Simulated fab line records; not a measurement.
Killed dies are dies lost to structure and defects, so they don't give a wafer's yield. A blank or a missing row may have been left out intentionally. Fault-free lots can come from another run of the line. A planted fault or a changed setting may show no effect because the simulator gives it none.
Which tool was responsible? || flow nandHarc || Sampling: 12 lots, 36 wafers, 5 of 1302 route steps

== WHAT THE GAUGES READ, wafer by wafer ==
NHARC_P_BONDPAD_CD_MEAS_09: target cd 500 nm. Usual: cdNm reads 499.5 nm (standard deviation 2.2).
{"lot": "L595", "measured": "day 7 11:48", "on": "cdSem-01", "cdNm (nm)": "498.4 494.2 502.1", "flag": ""}
{"lot": "L596", "measured": "day 7 18:08", "on": "cdSem-02", "cdNm (nm)": "500.2 497.2 498.0", "flag": ""}
{"lot": "L598", "measured": "day 8 16:07", "on": "cdSem-03", "cdNm (nm)": "498.5 500.5 499.7", "flag": ""}
{"lot": "L597", "measured": "day 8 16:53", "on": "cdSem-03", "cdNm (nm)": "500.3 496.7 500.6", "flag": ""}
{"lot": "L600", "measured": "day 9 21:59", "on": "cdSem-03", "cdNm (nm)": "502.7 500.7 501.4", "flag": ""}
{"lot": "L602", "measured": "day 10 16:55", "on": "cdSem-02", "cdNm (nm)": "504.9 499.1 499.6", "flag": ""}
{"lot": "L603", "measured": "day 11 00:19", "on": "cdSem-01", "cdNm (nm)": "496.7 497.8 499.2", "flag": ""}
{"lot": "L605", "measured": "day 11 13:46", "on": "cdSem-02", "cdNm (nm)": "497.9 497.4 503.6", "flag": ""}
{"lot": "L606", "measured": "day 11 19:38", "on": "cdSem-03", "cdNm (nm)": "496.5 502.4 500.7", "flag": ""}
{"lot": "L607", "measured": "day 12 14:49", "on": "cdSem-02", "cdNm (nm)": "499.8 501.8 498.7", "flag": ""}
{"lot": "L612", "measured": "day 14 09:04", "on": "cdSem-02", "cdNm (nm)": "499.0 494.6 499.2", "flag": ""}
{"lot": "L616", "measured": "day 16 08:43", "on": "cdSem-02", "cdNm (nm)": "499.0 497.0 496.3", "flag": ""}

NHARC_END_SORT_01. Usual: defectLimitedYield 92.4 %, standard deviation 2.2; killedAtArray 46, standard deviation 15; killedAtOther 1.0, standard deviation 1.3; killedAtPeriphery 4, standard deviation 3; killedDies 51, standard deviation 15; killedOpen 3.2, standard deviation 1.8; killedShort 2.5, standard deviation 1.5; sort_bin_2_pct 2.7 %, standard deviation 1.1; sort_bin_3_pct 0.6 %, standard deviation 0.34; sort_bin_4_pct 4.3 %, standard deviation 1.3; sortNPass 626, standard deviation 15; sortRimYieldPct 89 %, standard deviation 4.4; sortYieldPct 92.4 %, standard deviation 2.2.
{"lot": "L595", "measured": "day 26 16:31", "on": "prober-01", "defectLimitedYield (%)": "91.1 92.6 90.0", "killedAtArray": "58 43 63", "killedAtOther": "0 0 0", "killedAtPeriphery": "2 7 5", "killedDies": "60 50 68", "killedOpen": "3 1 6", "killedShort": "5 1 2", "sort_bin_2_pct (%)": "3.4 1.9 3.5", "sort_bin_3_pct (%)": "0.7 0.9 0.4", "sort_bin_4_pct (%)": "4.7 4.6 6.1", "sortNPass": "617 627 609", "sortRimYieldPct (%)": "94 82 92", "sortYieldPct (%)": "91.1 92.6 90.0", "flag": ""}
{"lot": "L600", "measured": "day 28 06:41", "on": "prober-02", "defectLimitedYield (%)": "93.1 94.7 92.5", "killedAtArray": "39 30 49", "killedAtOther": "3 3 2", "killedAtPeriphery": "5 3 0", "killedDies": "47 36 51", "killedOpen": "5 3 5", "killedShort": "3 0 1", "sort_bin_2_pct (%)": "2.8 1.8 1.8", "sort_bin_3_pct (%)": "0.7 0.7 0.3", "sort_bin_4_pct (%)": "3.4 2.8 5.5", "sortNPass": "630 641 626", "sortRimYieldPct (%)": "87 90 86", "sortYieldPct (%)": "93.1 94.7 92.5", "flag": ""}
{"lot": "L605", "measured": "day 29 00:34", "on": "prober-01", "defectLimitedYield (%)": "93.2 92.5 93.2", "killedAtArray": "41 47 42", "killedAtOther": "0 1 0", "killedAtPeriphery": "5 3 4", "killedDies": "46 51 46", "killedOpen": "2 0 5", "killedShort": "3 2 4", "sort_bin_2_pct (%)": "1.8 1.5 2.2", "sort_bin_3_pct (%)": "0.6 0.1 0.1", "sort_bin_4_pct (%)": "4.4 5.9 4.4", "sortNPass": "631 626 631", "sortRimYieldPct (%)": "92 91 91", "sortYieldPct (%)": "93.2 92.5 93.2", "flag": ""}
{"lot": "L612", "measured": "day 32 04:20", "on": "prober-02", "defectLimitedYield (%)": "89.8 93.6 93.4", "killedAtArray": "66 43 44", "killedAtOther": "0 0 0", "killedAtPeriphery": "3 0 1", "killedDies": "69 43 45", "killedOpen": "7 3 1", "killedShort": "2 0 1", "sort_bin_2_pct (%)": "2.8 2.2 1.5", "sort_bin_3_pct (%)": "0.7 0.4 0.7", "sort_bin_4_pct (%)": "6.6 3.7 4.4", "sortNPass": "608 634 632", "sortRimYieldPct (%)": "92 86 86", "sortYieldPct (%)": "89.8 93.6 93.4", "flag": ""}

== WHICH TOOL RAN EACH LOT (tool, then ch and the chambers of the sampled wafers, then the start) ==
{"lot": "L595", "NHARC_P_M2_CMP_23": "cmp-01 ch 1,2,3, day 7 09:36", "NHARC_P_BONDPAD_PVD_17": "pvdSputter-01, day 7 13:07", "NHARC_P_BONDPAD_ACTIVATE_29": "rieDiel-05 ch 0,3, day 7 14:38"}
{"lot": "L596", "NHARC_P_M2_CMP_23": "cmp-01 ch 0,2,3, day 7 15:44", "NHARC_P_BONDPAD_PVD_17": "pvdSputter-02, day 7 19:27", "NHARC_P_BONDPAD_ACTIVATE_29": "rieDiel-05 ch 1,2,3, day 7 21:10"}
{"lot": "L598", "NHARC_P_M2_CMP_23": "cmp-01 ch 1,2,3, day 8 14:01", "NHARC_P_BONDPAD_PVD_17": "pvdSputter-01, day 8 17:24", "NHARC_P_BONDPAD_ACTIVATE_29": "rieDiel-12 ch 1,2, day 8 18:56"}
{"lot": "L597", "NHARC_P_M2_CMP_23": "cmp-03 ch 1,2, day 8 14:40", "NHARC_P_BONDPAD_PVD_17": "pvdSputter-03, day 8 18:09", "NHARC_P_BONDPAD_ACTIVATE_29": "rieDiel-12 ch 0,1,3, day 8 19:44"}
{"lot": "L600", "NHARC_P_M2_CMP_23": "cmp-01 ch 1,2,3, day 9 19:46", "NHARC_P_BONDPAD_PVD_17": "pvdSputter-02, day 9 23:15", "NHARC_P_BONDPAD_ACTIVATE_29": "rieDiel-05 ch 0,1, day 10 00:50"}
{"lot": "L602", "NHARC_P_M2_CMP_23": "cmp-01 ch 0,1,2, day 10 14:38", "NHARC_P_BONDPAD_PVD_17": "pvdSputter-02, day 10 18:11", "NHARC_P_BONDPAD_ACTIVATE_29": "rieDiel-12 ch 0,2,3, day 10 19:47"}
{"lot": "L603", "NHARC_P_M2_CMP_23": "cmp-01 ch 2,3, day 10 22:12", "NHARC_P_BONDPAD_PVD_17": "pvdSputter-01, day 11 01:36", "NHARC_P_BONDPAD_ACTIVATE_29": "rieDiel-12 ch 0,1,3, day 11 03:10"}
{"lot": "L605", "NHARC_P_M2_CMP_23": "cmp-02 ch 1,2, day 11 11:20", "NHARC_P_BONDPAD_PVD_17": "pvdSputter-03, day 11 15:04", "NHARC_P_BONDPAD_ACTIVATE_29": "rieDiel-05 ch 0,2,3, day 11 16:44"}
{"lot": "L606", "NHARC_P_M2_CMP_23": "cmp-01 ch 0,2,3, day 11 17:27", "NHARC_P_BONDPAD_PVD_17": "pvdSputter-03, day 11 20:53", "NHARC_P_BONDPAD_ACTIVATE_29": "rieDiel-05 ch 0,1,2, day 11 23:27"}
{"lot": "L607", "NHARC_P_M2_CMP_23": "cmp-01 ch 1,2,3, day 12 11:55", "NHARC_P_BONDPAD_PVD_17": "pvdSputter-03, day 12 16:05", "NHARC_P_BONDPAD_ACTIVATE_29": "rieDiel-12 ch 0,1,2, day 12 17:57"}
{"lot": "L612", "NHARC_P_M2_CMP_23": "cmp-02 ch 0,1,2, day 14 06:50", "NHARC_P_BONDPAD_PVD_17": "pvdSputter-02, day 14 10:22", "NHARC_P_BONDPAD_ACTIVATE_29": "rieDiel-10 ch 0,2,3, day 14 12:13"}
{"lot": "L616", "NHARC_P_M2_CMP_23": "cmp-02 ch 1,2,3, day 16 06:29", "NHARC_P_BONDPAD_PVD_17": "pvdSputter-01, day 16 10:02", "NHARC_P_BONDPAD_ACTIVATE_29": "rieDiel-12 ch 0,2,3, day 16 11:37"}
- NHARC_P_M2_CMP_23: polishes, t overpolish 20 s, target thk 144.3 nm.
- NHARC_P_BONDPAD_PVD_17: deposits TaN, target thk 5 nm, time 8.06 s.
- NHARC_P_BONDPAD_ACTIVATE_29: chemistry N2, time 60 s.

== WHAT THE TOOLS THEMSELVES READ (means of the sampled wafers that have a number; where no wafer has one, the mark that the record gives instead) ==
NHARC_P_M2_CMP_23. Usual: motorCurrentA 12.2 A, standard deviation 1.2; timeToEndpointS 27 s, standard deviation 3.4.
{"lot": "L595", "tool": "cmp-01", "motorCurrentA (A)": 12.9, "timeToEndpointS (s)": 28, "flag": ""}
{"lot": "L596", "tool": "cmp-01", "motorCurrentA (A)": 12.5, "timeToEndpointS (s)": 28, "flag": ""}
{"lot": "L598", "tool": "cmp-01", "motorCurrentA (A)": 12.7, "timeToEndpointS (s)": 27, "flag": ""}
{"lot": "L597", "tool": "cmp-03", "motorCurrentA (A)": 10.6, "timeToEndpointS (s)": 28, "flag": ""}
{"lot": "L600", "tool": "cmp-01", "motorCurrentA (A)": 12.9, "timeToEndpointS (s)": 27, "flag": ""}
{"lot": "L602", "tool": "cmp-01", "motorCurrentA (A)": 13.4, "timeToEndpointS (s)": 25, "flag": ""}
{"lot": "L603", "tool": "cmp-01", "motorCurrentA (A)": 12.5, "timeToEndpointS (s)": 28, "flag": ""}
{"lot": "L605", "tool": "cmp-02", "motorCurrentA (A)": 11.7, "timeToEndpointS (s)": 32, "flag": ""}
{"lot": "L606", "tool": "cmp-01", "motorCurrentA (A)": 12.7, "timeToEndpointS (s)": 27, "flag": ""}
{"lot": "L607", "tool": "cmp-01", "motorCurrentA (A)": 12.9, "timeToEndpointS (s)": 27, "flag": ""}
{"lot": "L612", "tool": "cmp-02", "motorCurrentA (A)": 12.1, "timeToEndpointS (s)": 29, "flag": ""}
{"lot": "L616", "tool": "cmp-02", "motorCurrentA (A)": 11.2, "timeToEndpointS (s)": 27, "flag": ""}

NHARC_P_BONDPAD_PVD_17. Usual: throttleValvePct reads 30.2 % (standard deviation 0.98).
{"lot": "L595", "tool": "pvdSputter-01", "throttleValvePct (%)": 30.7, "flag": ""}
{"lot": "L596", "tool": "pvdSputter-02", "throttleValvePct (%)": 30.9, "flag": ""}
{"lot": "L598", "tool": "pvdSputter-01", "throttleValvePct (%)": 29.8, "flag": ""}
{"lot": "L597", "tool": "pvdSputter-03", "throttleValvePct (%)": 31.0, "flag": ""}
{"lot": "L600", "tool": "pvdSputter-02", "throttleValvePct (%)": 29.6, "flag": ""}
{"lot": "L602", "tool": "pvdSputter-02", "throttleValvePct (%)": 29.8, "flag": ""}
{"lot": "L603", "tool": "pvdSputter-01", "throttleValvePct (%)": 29.7, "flag": ""}
{"lot": "L605", "tool": "pvdSputter-03", "throttleValvePct (%)": 30.4, "flag": ""}
{"lot": "L606", "tool": "pvdSputter-03", "throttleValvePct (%)": 30.9, "flag": ""}
{"lot": "L607", "tool": "pvdSputter-03", "throttleValvePct (%)": 30.4, "flag": ""}
{"lot": "L612", "tool": "pvdSputter-02", "throttleValvePct (%)": 30.4, "flag": ""}
{"lot": "L616", "tool": "pvdSputter-01", "throttleValvePct (%)": 29.9, "flag": ""}

NHARC_P_BONDPAD_ACTIVATE_29. Usual: drypumpMotorCurrentA 5.87 A, standard deviation 0.28; oesProductAu 1.001 a.u., standard deviation 0.015; rfVppV 64.2 V, standard deviation 0.74; showerheadPlenumPTorr 1.80 Torr, standard deviation 0.055.
{"lot": "L595", "tool": "rieDiel-05", "drypumpMotorCurrentA (A)": 6.24, "oesProductAu (a.u.)": 1.015, "rfVppV (V)": 63.5, "showerheadPlenumPTorr (Torr)": 1.81, "flag": ""}
{"lot": "L596", "tool": "rieDiel-05", "drypumpMotorCurrentA (A)": 5.88, "oesProductAu (a.u.)": 1.003, "rfVppV (V)": 64.7, "showerheadPlenumPTorr (Torr)": 1.80, "flag": ""}
{"lot": "L598", "tool": "rieDiel-12", "drypumpMotorCurrentA (A)": 5.85, "oesProductAu (a.u.)": 1.007, "rfVppV (V)": 64.3, "showerheadPlenumPTorr (Torr)": 1.86, "flag": ""}
{"lot": "L597", "tool": "rieDiel-12", "drypumpMotorCurrentA (A)": 5.79, "oesProductAu (a.u.)": 1.005, "rfVppV (V)": 64.6, "showerheadPlenumPTorr (Torr)": 1.80, "flag": ""}
{"lot": "L600", "tool": "rieDiel-05", "drypumpMotorCurrentA (A)": 5.95, "oesProductAu (a.u.)": 0.999, "rfVppV (V)": 64.6, "showerheadPlenumPTorr (Torr)": 1.85, "flag": ""}
{"lot": "L602", "tool": "rieDiel-12", "drypumpMotorCurrentA (A)": 5.82, "oesProductAu (a.u.)": 1.017, "rfVppV (V)": 63.8, "showerheadPlenumPTorr (Torr)": 1.79, "flag": ""}
{"lot": "L603", "tool": "rieDiel-12", "drypumpMotorCurrentA (A)": 5.78, "oesProductAu (a.u.)": 1.002, "rfVppV (V)": 63.7, "showerheadPlenumPTorr (Torr)": 1.80, "flag": ""}
{"lot": "L605", "tool": "rieDiel-05", "drypumpMotorCurrentA (A)": 5.91, "oesProductAu (a.u.)": 0.995, "rfVppV (V)": 63.7, "showerheadPlenumPTorr (Torr)": 1.79, "flag": ""}
{"lot": "L606", "tool": "rieDiel-05", "drypumpMotorCurrentA (A)": 5.77, "oesProductAu (a.u.)": 0.989, "rfVppV (V)": 64.8, "showerheadPlenumPTorr (Torr)": 1.81, "flag": ""}
{"lot": "L607", "tool": "rieDiel-12", "drypumpMotorCurrentA (A)": 5.86, "oesProductAu (a.u.)": 1.002, "rfVppV (V)": 64.0, "showerheadPlenumPTorr (Torr)": 1.82, "flag": ""}
{"lot": "L612", "tool": "rieDiel-10", "drypumpMotorCurrentA (A)": 5.99, "oesProductAu (a.u.)": 1.000, "rfVppV (V)": 63.5, "showerheadPlenumPTorr (Torr)": 1.68, "flag": ""}
{"lot": "L616", "tool": "rieDiel-12", "drypumpMotorCurrentA (A)": 5.80, "oesProductAu (a.u.)": 1.005, "rfVppV (V)": 64.5, "showerheadPlenumPTorr (Torr)": 1.79, "flag": ""}

== THE ANSWER, worked out from the rows above alone ==
Rule: lot off if the mean of its wafers having a number is beyond 3 standard deviations from the usual mean. A lot without any number at a reading at which 4 lots or more have one is off too. Where the step has rows for the other lots, those lots are counted as sound. First the gauges in route order, then the tools' own readings, where a lot's mean is used as printed above. At the first step where some lot is off, the reading lying furthest off is the one used; lots without a number count as furthest.
None of the lots is off at any reading shown; this tells nothing.

== WHAT THE SIMULATOR HAD PUT IN ==
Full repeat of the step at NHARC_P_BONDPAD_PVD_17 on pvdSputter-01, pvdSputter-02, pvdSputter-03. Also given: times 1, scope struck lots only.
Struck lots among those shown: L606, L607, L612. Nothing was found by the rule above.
